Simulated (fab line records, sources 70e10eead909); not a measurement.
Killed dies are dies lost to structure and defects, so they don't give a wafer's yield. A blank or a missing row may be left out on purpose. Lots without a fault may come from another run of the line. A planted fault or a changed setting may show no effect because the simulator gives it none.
Chamber matching | flow nand_harc | NHARC_P_ZERO_WELL_DESCUM_39 on rie_diel-02: 4 sister chambers
The step chemistry O2, time 3 s. 14 wafers are shown with their chamber, then 7 later ones without.

WAFERS WITH THEIR CHAMBER
wafer  | chamber | drypump_motor_current_A (A) | showerhead_plenum_p_Torr (Torr) | oes_product_au (a.u.)
L075.2 | 2       | 6.0                         | 1.89                            | 0.997
L075.3 | 1       | 6.1                         | 1.95                            | 1.021
L075.4 | 0       | 5.8                         | 1.76                            | 1.010
L081.2 | 3       | 6.6                         | 1.78                            | 1.008
L081.3 | 0       | 5.7                         | 2.07                            | 0.991
L081.6 | 0       | 5.7                         | 2.07                            | 0.984
L084.1 | 2       | 6.0                         | 1.88                            | 0.993
L084.3 | 3       | 6.6                         | 1.78                            | 0.996
L084.5 | 0       | 5.7                         | 2.07                            | 0.994
L085.2 | 2       | 6.0                         | 1.88                            | 0.987
L085.3 | 3       | 6.6                         | 1.78                            | 1.003
L085.6 | 0       | 5.7                         | 2.07                            | 0.997
L086.1 | 3       | 6.6                         | 1.78                            | 1.007
L086.3 | 0       | 5.7                         | 2.07                            | 0.994

SIGNATURES (means of the wafers above)
reading                  | chamber 0 | chamber 1 | chamber 2 | chamber 3 | scatter within a chamber
drypump_motor_current_A  | 5.717     | 6.100     | 6.000     | 6.600     | 0.0289
showerhead_plenum_p_Torr | 2.0183    | 1.9500    | 1.8833    | 1.7800    | 0.0895
oes_product_au           | 0.99500   | 1.02100   | 0.99233   | 1.00350   | 0.00713
Rule: a wafer's distance from a chamber is the root of the sum, over the readings, of the square of ((its reading less the chamber's mean) divided by the reading's scatter). The wafer belongs to the nearest chamber; if the next one is less than 2 further off, it can't be placed. The scatter: the root of (the sum of the squares of (reading less its chamber's mean) over the shown wafers, divided by (wafers less chambers)).

WAFERS WITHOUT THEIR CHAMBER
wafer  | drypump_motor_current_A (A) | showerhead_plenum_p_Torr (Torr) | oes_product_au (a.u.)
L086.4 | 6.1                         | 1.94                            | 1.016
L090.1 | 6.1                         | 1.94                            | 1.019
L090.2 | 6.6                         | 1.77                            | 1.010
L090.4 | 5.7                         | 2.06                            | 1.000
L091.4 | 6.0                         | 1.87                            | 0.999
L091.5 | 6.6                         | 1.77                            | 1.020
L091.6 | 6.1                         | 1.87                            | 0.997

WHICH CHAMBER EACH WENT THROUGH
wafer  | from the rows above     | in truth
L086.4 | 1                       | 1
L090.1 | 1                       | 1
L090.2 | 3                       | 3
L090.4 | 0                       | 0
L091.4 | 2                       | 2
L091.5 | 3                       | 3
L091.6 | can't be placed: 1 or 2 | 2
Placed correctly: 6 of 7. Can't be placed from these rows: 1 (the true chamber is among the candidates in 1). Placed wrongly: 0.
